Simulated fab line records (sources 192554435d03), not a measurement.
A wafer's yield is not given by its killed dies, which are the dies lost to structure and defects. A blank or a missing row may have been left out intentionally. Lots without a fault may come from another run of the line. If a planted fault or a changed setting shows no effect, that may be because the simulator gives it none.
A lot that was struck, set against a sound lot :: flow n5Finfet :: 37 steps out of a route of 1938
Sound: the wafers L683.2, L683.4, L683.5. Wafers L692.1, L692.2, L692.5 were the ones struck. At the end, the cause is stated.
At each step with rows: each side's tool, then ch and its chambers, then its first start. Under that, the readings that differ: sound wafers :: struck wafers :: difference of the means :: sigmas: that difference in standard deviations of wafers without a fault.
alike: same words and numbers on both sides, and readings whose means sit less than 2 such deviations apart. not compared: any withheld reading, any reading some wafer has no value for, any bound like >300 that may hide the same value, and any number with overlapping values for which the record gives no deviation.
A row with sigmas, a row that says differs or no value, or rows on one side alone: a step with any of these is where the two part. When numbers do not overlap yet have no deviation, they are printed without sigmas and do not part them. Lack of a reading on every wafer of one side parts them only where that side has two or more wafers.

first, 9 steps without rows for these wafers: N5_BEOL_M4_ANNEAL_95 (time 240 s); N5_BEOL_M4_SPUTTER_96 (material Cu, target thk 4.5 nm, time 8.29 s); N5_BEOL_M4_ECD_50 (material Cu, target thk 300 nm); N5_BEOL_M4_ANNEAL_51 (time 90 s); N5_BEOL_M4_CMP_52 (polishes, stops on SiOC, t overpolish 6.8 s, target thk 40 nm); N5_BEOL_M4_PRE_CLEAN_60 (time 15 s); N5_BEOL_M4_CO_CAP_55 (material Co, precursor CCTBA/H2, target thk 2 nm, time 102.1 s); N5_BEOL_M4_PRE_CLEAN_56 (time 15 s); N5_BEOL_M4_DEP_57 (deposits SiCN from 3MS/NH3, target thk 8 nm, time 14 s).
N5_BEOL_M4_RC_MEAS_101:
  sound on prober-02 ch 0, day 9 15:44; struck on prober-02 ch 0, day 11 23:51
  alike: DIBL_N, DIBL_P, IOFF_N, IOFF_P, ION_N, ION_P, SS_N, SS_P, VT_N, VT_P
then, 24 steps without rows for these wafers: N5_BEOL_M5_ILD_DEP_00 (deposits SiCOH lowk from DEMS/porogen, target thk 140.64 nm, time 25.9 s); N5_BEOL_M5_CURE_79 (cures SiCOH lowk, time 240 s); N5_BEOL_M5_PECVD_70 (deposits SiO2 from TEOS/O2, target thk 16 nm, time 18 s); N5_BEOL_M5_HM_DEP_02 (deposits TiN, target thk 20 nm); N5_BEOL_M5_COAT_59 (time 60 s, resist thk 60 nm); N5_BEOL_M5_COAT_60 (time 60 s, resist thk 12 nm); N5_BEOL_M5_COAT_71 (time 60 s, resist thk 5 nm); N5_BEOL_M5_COAT_05 (resist thk 30 nm); N5_BEOL_M5_EBR_07; N5_BEOL_M5_SOFTBAKE_06 (time 60 s); N5_BEOL_M5_EXPOSE_08 (exposes mask M5, target cd 28 nm); N5_BEOL_M5_PEB_09 (peb time 60 s); N5_BEOL_M5_DEVELOP_10 (develop time 30 s); N5_BEOL_M5_DESCUM_16 (chemistry O2, time 7 s); N5_BEOL_M5_ETCH_72 (etches underlayer in N2/H2, target depth 6.5 nm, time 5.2 s); N5_BEOL_M5_ETCH_61 (etches SiARC in CF4, target depth 15.6 nm, time 26 s); N5_BEOL_M5_ETCH_62 (etches SOC in N2/H2, target depth 75 nm, overetch 15 nm, time 112.5 s); N5_BEOL_M5_STRIP_63 (strips in N2/H2); N5_BEOL_M5_STRIP_73 (strips in N2/H2); N5_BEOL_M5_STRIP_64 (strips in CF4); N5_BEOL_M5_HM_OPEN_17 (chemistry Cl2/BCl3, target TiN, target depth 20 nm, overetch 6 nm); N5_BEOL_M5_STRIP_19 (strips in O2); N5_BEOL_M5_COAT_65 (time 60 s, resist thk 60 nm); N5_BEOL_M5_COAT_66 (time 60 s, resist thk 12 nm).
N5_BEOL_M5_ECD_50: material Cu, target thk 300 nm.
  sound on ecdCu-01 ch 1, day 10 03:44; struck on ecdCu-01 ch 0,1, day 12 11:35
N5_BEOL_M5_CMP_52: polishes, stops on SiCOH lowk, t overpolish 6.9 s, target thk 62 nm.
  sound on cmp-04 ch 1,2,3, day 10 04:26; struck on cmp-04 ch 0,1,3, day 12 12:00
reading: timeToEndpointS (s)
sound: 61.0 61.5 62.3
struck: 5.1 4.3 5.0
difference: -56.8
sigmas: -23
  alike: clearingPlatenDownForcePsi, motorCurrentA
-- the record jumps here: 4 days lie between the struck wafers' starts before and after (it left off in module BEOL_M5 and takes up again in module PASSIVATION, whose first step shown is number 1936 of the route) --
N5_PASSIVATION_PROBE_49:
  sound on prober-01, day 14 04:05; struck on prober-02, day 16 05:20
reading: defectLimitedYield (%)
sound: 89.3 92.8 90.1
struck: 0 0 0
difference: -91
sigmas: -60

reading: killed_at_M4_up
sound: 18 14 25
struck: 1098 1087 1110
difference: +1079
sigmas: +99 or more

reading: killedDies
sound: 126 85 117
struck: 1180 1180 1180
difference: +1071
sigmas: +63

reading: killedOnRim
sound: 19 9 18
struck: 152 152 152
difference: +137
sigmas: +33

reading: sort_bin_5_function (%)
sound: 7.4 4.0 6.3
struck: 95.9 96.3 97.0
difference: +90.5
sigmas: +92

reading: sortNPass
sound: 1054 1095 1063
struck: 0 0 0
difference: -1071
sigmas: -63

reading: sortYieldPct (%)
sound: 89.3 92.8 90.1
struck: 0 0 0
difference: -91
sigmas: -60
  alike: killed_at_M0_to_M3, killedAtContacts, killedAtFrontEnd, killedAtOther, killedOpen, killedShort, sort_bin_4_leakage, sort_bin_6_memory

WHERE THEY PART
At N5_BEOL_M5_CMP_52 first; at N5_PASSIVATION_PROBE_49 last (within this record only).

WHY: whatever the simulator had introduced
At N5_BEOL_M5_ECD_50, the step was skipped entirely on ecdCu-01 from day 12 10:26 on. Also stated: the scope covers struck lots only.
